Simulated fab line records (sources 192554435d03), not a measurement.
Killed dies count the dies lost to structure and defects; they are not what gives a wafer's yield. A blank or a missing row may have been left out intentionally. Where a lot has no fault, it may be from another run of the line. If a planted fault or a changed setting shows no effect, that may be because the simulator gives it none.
The tool behind it: which one? + flow n5 finfet + 10 lots, 28 wafers sampled, at 4 steps of a route of 1938

## WHAT THE GAUGES READ, wafer by wafer
N5_BEOL_M4_RC_MEAS_101.
| lot  | measured     | on        | DIBL_N (mV/V)  | DIBL_P (mV/V)  | IOFF_N (nA/um)    | IOFF_P (nA/um) | ION_N (uA/um) | ION_P (uA/um) | REXT_N (ohm.um) | SS_N (mV/dec)  | SS_P (mV/dec)  | VT_N (mV)   | VT_P (mV)      |
|------|--------------|-----------|----------------|----------------|-------------------|----------------|---------------|---------------|-----------------|----------------|----------------|-------------|----------------|
| L795 | day 9 08:02  | prober-02 | 36.5 36.4 35.1 | 36.9 36.1 35.6 | 0.170 0.159 0.143 | 0.23 0.22 0.22 | 681 664 675   | 467 457 469   | 75.7 76.1 77.0  | 72.2 72.2 72.0 | 73.9 73.9 73.2 | 246 251 252 | -247 -246 -246 |
| L796 | day 9 11:49  | prober-02 | 36.7 36.7 33.5 | 35.8 35.5 31.3 | 0.154 0.141 0.101 | 0.20 0.19 0.15 | 674 657 650   | 462 454 450   | 72.8 73.8 73.6  | 72.0 71.0 71.0 | 73.0 73.0 72.1 | 251 254 255 | -253 -254 -256 |
| L797 | day 9 13:56  | prober-02 | 37.0 35.3 35.9 | 37.4 34.5 34.9 | 0.162 0.136 0.135 | 0.21 0.17 0.18 | 683 675 659   | 468 464 451   | 75.5 74.2 76.0  | 70.9 71.0 70.8 | 74.1 72.6 73.1 | 248 249 252 | -250 -253 -255 |
| L798 | day 9 22:49  | prober-01 | 36.7 35.8      | 37.3 35.5      | 0.176 0.165       | 0.21 0.19      | 670 667       | 452 456       | 73.7 74.0       | 71.8 71.8      | 73.2 73.5      | 251 247     | -251 -254      |
| L800 | day 10 22:27 | prober-01 | 33.6 36.9 34.7 | 34.2 38.5 35.2 | 0.113 0.172 0.136 | 0.19 0.26 0.21 | 644 676 673   | 456 473 473   | 75.2 76.2 73.8  | 71.4 71.7 71.2 | 72.4 73.6 72.9 | 255 248 253 | -247 -245 -248 |
| L801 | day 10 23:28 | prober-02 | 36.8 34.7      | 37.0 35.1      | 0.170 0.134       | 0.20 0.18      | 665 667       | 449 457       | 74.9 75.0       | 71.2 71.4      | 73.4 73.4      | 247 253     | -253 -252      |
| L802 | day 11 01:23 | prober-01 | 33.4 34.5 36.9 | 30.6 33.8 35.4 | 0.099 0.123 0.152 | 0.15 0.19 0.20 | 645 671 662   | 449 467 460   | 72.1 72.9 72.0  | 70.3 70.3 72.2 | 71.7 72.5 73.3 | 256 252 249 | -254 -251 -249 |
| L803 | day 11 05:56 | prober-01 | 34.2 35.1 36.6 | 33.1 34.1 36.1 | 0.111 0.124 0.150 | 0.15 0.15 0.18 | 654 647 663   | 447 441 451   | 73.7 73.3 73.8  | 71.0 71.6 72.1 | 71.8 72.7 73.1 | 257 255 251 | -257 -255 -256 |
| L804 | day 11 07:01 | prober-01 | 33.3 34.2 36.2 | 33.0 35.2 38.0 | 0.110 0.129 0.170 | 0.16 0.19 0.23 | 659 661 678   | 457 457 463   | 76.9 77.1 77.6  | 71.8 71.1 71.6 | 72.7 73.3 73.7 | 253 252 249 | -254 -252 -247 |
| L814 | day 14 05:24 | prober-02 | 38.0 33.6 34.9 | 36.9 31.3 33.4 | 0.195 0.109 0.135 | 0.24 0.14 0.17 | 696 653 674   | 474 449 463   | 69.7 73.6 74.3  | 72.3 71.5 71.9 | 73.2 73.0 72.8 | 246 257 250 | -248 -256 -253 |

## WHICH TOOL RAN EACH LOT (tool, then ch and the chambers of the sampled wafers, then the start)
| lot  | N5_SPACER0_ALD_08                | N5_BEOL_M4_ANNEAL_93         | N5_BEOL_M4_DEP_57               |
|------|----------------------------------|------------------------------|---------------------------------|
| L795 | ald sin-04 ch 2,3, day 2 23:53   | pvd sputter-03, day 9 04:49  | pecvd-01 ch 0,1, day 9 07:37    |
| L796 | ald sin-04 ch 1,2,3, day 3 07:03 | pvd sputter-01, day 9 09:41  | pecvd-03 ch 1,2, day 9 11:32    |
| L797 | ald sin-03 ch 1,2,3, day 3 12:37 | pvd sputter-02, day 9 12:28  | pecvd-04 ch 1,2, day 9 13:49    |
| L798 | ald sin-04 ch 0,2, day 4 00:10   | pvd sputter-03, day 9 21:11  | pecvd-03 ch 0,2, day 9 22:32    |
| L800 | ald sin-04 ch 0,2,3, day 4 08:35 | pvd sputter-01, day 10 20:58 | pecvd-03 ch 0,1, day 10 22:19   |
| L801 | ald sin-04 ch 0,3, day 4 12:27   | pvd sputter-02, day 10 21:12 | pecvd-04 ch 1,2, day 10 22:44   |
| L802 | ald sin-01 ch 0,2, day 4 18:14   | pvd sputter-01, day 10 23:53 | pecvd-01 ch 0,1, day 11 01:14   |
| L803 | ald sin-04 ch 0,2, day 5 03:58   | pvd sputter-03, day 11 03:42 | pecvd-04 ch 1,2, day 11 05:33   |
| L804 | ald sin-01 ch 1,2,3, day 5 07:35 | pvd sputter-01, day 11 04:55 | pecvd-03 ch 0,1,2, day 11 06:53 |
| L814 | ald sin-04 ch 0,3, day 7 19:44   | pvd sputter-03, day 14 03:57 | pecvd-04 ch 0,1,2, day 14 05:17 |
- N5_SPACER0_ALD_08: deposits SiNx, target thk 2 nm.
- N5_BEOL_M4_ANNEAL_93: time 240 s.
- N5_BEOL_M4_DEP_57: deposits SiCN from 3MS/NH3, target thk 8 nm, time 14 s.

## WHAT THE TOOLS THEMSELVES READ (means of the sampled wafers that have a number; where no wafer has one, the mark that the record gives instead)
N5_SPACER0_ALD_08.
| lot  | tool       | heater power w (W) |
|------|------------|--------------------|
| L795 | ald sin-04 | 846                |
| L796 | ald sin-04 | 829                |
| L797 | ald sin-03 | 835                |
| L798 | ald sin-04 | 905                |
| L800 | ald sin-04 | 874                |
| L801 | ald sin-04 | 906                |
| L802 | ald sin-01 | 818                |
| L803 | ald sin-04 | 888                |
| L804 | ald sin-01 | 841                |
| L814 | ald sin-04 | 886                |

N5_BEOL_M4_ANNEAL_93.
| lot  | tool           | heater power w (W) | susceptor_temp_C_max |
|------|----------------|--------------------|----------------------|
| L795 | pvd sputter-03 | 784                | 401.2                |
| L796 | pvd sputter-01 | 901                | 401.0                |
| L797 | pvd sputter-02 | 837                | 400.7                |
| L798 | pvd sputter-03 | 821                | 401.5                |
| L800 | pvd sputter-01 | 880                | 400.8                |
| L801 | pvd sputter-02 | 892                | 400.9                |
| L802 | pvd sputter-01 | 863                | 400.7                |
| L803 | pvd sputter-03 | 786                | 401.6                |
| L804 | pvd sputter-01 | 893                | 400.7                |
| L814 | pvd sputter-03 | 782                | 400.7                |

N5_BEOL_M4_DEP_57.
| lot  | tool     | showerhead plenum p Torr (Torr) | throttle valve pct (%) |
|------|----------|---------------------------------|------------------------|
| L795 | pecvd-01 | 3.672                           | 9.6                    |
| L796 | pecvd-03 | 3.670                           | 9.0                    |
| L797 | pecvd-04 | 3.673                           | 9.1                    |
| L798 | pecvd-03 | 3.659                           | 9.0                    |
| L800 | pecvd-03 | 3.666                           | 9.6                    |
| L801 | pecvd-04 | 3.661                           | 8.9                    |
| L802 | pecvd-01 | 3.671                           | 9.4                    |
| L803 | pecvd-04 | 3.666                           | 9.2                    |
| L804 | pecvd-03 | 3.668                           | 9.5                    |
| L814 | pecvd-04 | 3.670                           | 9.3                    |

## THE ANSWER, worked out from the rows above alone
Rule: what is usual is taken from the lots themselves. Put in order of their means at a reading, lots are off if they are a third of the lots or fewer, leave a main group of 4 or more, and stand apart from it by a gap of 3 or more times the standard deviation of the main group's means; of several such gaps the widest counts. A main group is skipped when, at the precision printed for the reading in the tables above, its means are all equal. A lot without any number at a reading at which 4 lots or more have one is off too. Any other lot the step has rows for is counted as sound. Order of review: gauges by route order, followed by the tools' own readings, for which a lot's mean as printed above is used. The first step at which some lot is off is used, and at that step the reading that is off furthest; a lot without a number counts as furthest.
No lot is off on any of the readings shown, so nothing can be concluded from this.

## WHAT THE SIMULATOR PUT IN
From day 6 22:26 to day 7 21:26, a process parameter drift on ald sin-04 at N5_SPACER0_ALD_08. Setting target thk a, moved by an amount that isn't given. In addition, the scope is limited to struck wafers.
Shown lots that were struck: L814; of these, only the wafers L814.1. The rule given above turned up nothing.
